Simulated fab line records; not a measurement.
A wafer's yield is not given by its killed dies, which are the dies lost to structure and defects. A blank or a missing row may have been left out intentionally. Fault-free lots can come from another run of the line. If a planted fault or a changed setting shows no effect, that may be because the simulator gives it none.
Split-lot trial -- flow n5_finfet -- 7 lots, 21 wafers read, on a route of 1938 steps

== ON THE SPLIT ==
At N5_PASSIVATION_PASS_ETCH_47 (etches SiNx in CF4/O2, target depth 770 nm, time 385 s), the setting time_s was moved away from the recipe's 385 s on 5 of the 21 wafers read, by -19.6% to -16.9%. The other wafers ran this setting at the recipe's value.

== FROM THE SPLIT TO THE READING: what the file shows between them, 4 steps ==
- N5_PASSIVATION_ETCH_54: etches SiO2 in CHF3/O2, target depth 880 nm, time 440 s
- N5_PASSIVATION_STRIP_48: strips in O2
- N5_PASSIVATION_SRD_72: time 30 s
- N5_PASSIVATION_ANNEAL_56: time 1800 s

== THE READING ==
sort_yield_pct, in %, at N5_PASSIVATION_PROBE_49. Fault-free wafers of this fab line usually give 91.2 %, standard deviation 1.4 %.

wafer,"tool, chamber at the split","time_s as run, s",against the recipe,"sort_yield_pct, %",against lot-mates on the recipe
L076.2,"rie_diel-06, 3",385,recipe,90.5,-
L076.3,"rie_diel-06, 2",385,recipe,90.0,-
L076.4,"rie_diel-06, 0",385,recipe,91.5,-
L074.3,"rie_diel-06, 1",385,recipe,91.8,-
L074.5,"rie_diel-06, 0",385,recipe,90.5,-
L074.6,"rie_diel-06, 3",309.7,-19.6%,15.8,-75.4
L079.1,"rie_diel-04, 1",385,recipe,90.0,-
L079.4,"rie_diel-04, 0",320,-16.9%,19.2,-70.8
L079.6,"rie_diel-04, 2",320,-16.9%,32.0,-58.0
L083.1,"rie_diel-03, 1",385,recipe,93.5,-
L083.5,"rie_diel-03, 2",385,recipe,91.9,-
L083.6,"rie_diel-03, 3",385,recipe,92.2,-
L092.2,"rie_diel-04, 3",310.5,-19.4%,10.8,-80.6
L092.5,"rie_diel-04, 0",385,recipe,91.4,-
L092.6,"rie_diel-04, 1",310.5,-19.4%,6.1,-85.3
L088.1,"rie_diel-04, 2",385,recipe,92.4,-
L088.3,"rie_diel-04, 1",385,recipe,93.7,-
L088.5,"rie_diel-04, 0",385,recipe,91.9,-
L095.1,"rie_diel-04, 0",385,recipe,72.5,-
L095.4,"rie_diel-04, 2",385,recipe,72.6,-
L095.5,"rie_diel-04, 3",385,recipe,72.3,-

THE FIT
A straight line over all 21 wafers: sort_yield_pct changes by +3.88 % for each +1% of time_s; r = +0.97; the points scatter about the line by 7.5 %.
The same after taking each lot's own level away (the mean of its wafers on the recipe; 21 wafers): +4.03 % for each +1%; r = +1.00; scatter 3.1 %.
Per that fit: largest time_s move, reading shift of 79 %.
Across the lots, their own levels run from 72.47 to 92.67 %, a range of 14.4 times the standard deviation given above.
The two slopes agree, so the slope changes little with the lot-to-lot level.
Check: -79.9 % against its lot-mates is what the line predicts for one of the wafers moved furthest among these (-19.6%) when that wafer is left out of the fit. It came out at -75.4 % against them.

== THE WHOLE CHAIN: every reading that the file lists as answering this split, in the file's order ==
step,what it does,reading,change (the file's fit),r (the file's)
N5_PASSIVATION_PASS_ETCH_47,"etches SiNx in CF4/O2, target depth 770 nm, time 385 s","etch.depth_nm (the simulator's own value, which no gauge read)",+7.33 nm for each +1% of the setting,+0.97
N5_PASSIVATION_PROBE_49,,defect_limited_yield,+4 for each +1% of the setting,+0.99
N5_PASSIVATION_PROBE_49,,killed_at_other,"not straight: 854 at the lowest setting, 5 at the recipe, 5 at the highest",not given
N5_PASSIVATION_PROBE_49,,killed_dies,"not straight: 994 at the lowest setting, 141 at the recipe, 141 at the highest",not given
N5_PASSIVATION_PROBE_49,,sort_bin_5_function,"not straight: 79.1 at the lowest setting, 6.8 at the recipe, 6.8 at the highest",not given
N5_PASSIVATION_PROBE_49,,sort_n_pass,+47.2 for each +1% of the setting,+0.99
N5_PASSIVATION_PROBE_49,,sort_yield_pct,+4 % for each +1% of the setting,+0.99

== FILE'S OWN FIT ==
sort_yield_pct changes by +4 % for each +1% of time_s, r = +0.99.
